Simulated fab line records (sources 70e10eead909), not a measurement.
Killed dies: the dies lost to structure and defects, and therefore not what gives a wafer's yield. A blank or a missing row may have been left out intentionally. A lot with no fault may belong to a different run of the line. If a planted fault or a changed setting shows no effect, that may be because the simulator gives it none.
Which tool was responsible? ; flow nand_harc ; route of 1159 steps, sampled at 1 step: 12 lots, 36 wafers

## WHAT THE GAUGES SHOWED, per wafer
NHARC_P_M0_THK_MEAS_24: measures by xrf.
lot;measured;on;thk_nm (nm)
L076;day 6 01:24;film_metro-01;116.9 119.0 119.3
L078;day 6 18:39;film_metro-01;116.0 116.3 117.2
L079;day 7 04:59;film_metro-01;115.4 114.2 116.8
L080;day 7 10:46;film_metro-01;119.7 119.5 120.7
L082;day 8 03:01;film_metro-02;119.1 118.4 117.8
L086;day 9 04:46;film_metro-02;117.0 115.3 118.7
L087;day 9 05:12;film_metro-01;119.1 114.5 119.4
L089;day 9 14:39;film_metro-02;119.1 118.0 118.7
L090;day 10 05:17;film_metro-02;117.0 118.2 117.0
L093;day 10 12:37;film_metro-02;117.7 118.1 120.2
L097;day 11 07:37;film_metro-02;115.3 116.8 116.4
L096;day 11 09:04;film_metro-01;118.7 119.0 119.9

## WHICH TOOL RAN EACH LOT (tool, then ch and the chambers of the sampled wafers, then the start)
Before these readings, the record contains no process step.

## THE ANSWER, worked out from the rows above alone
Rule: the lots themselves supply what counts as usual. Put in order of their means at a reading, lots are off if they are a third of the lots or fewer, leave a main group of 4 or more, and stand apart from it by a gap of 3 or more times the standard deviation of the main group's means; of several such gaps the widest counts. If all means in a main group match to the digits the tables above print for the reading, that group is not used. A lot without any number at a reading at which 4 lots or more have one is off too. Any other lot the step has rows for is counted as sound.
No lot is off at any reading shown: from this, nothing can be told.

## WHAT WAS PUT IN BY THE SIMULATOR
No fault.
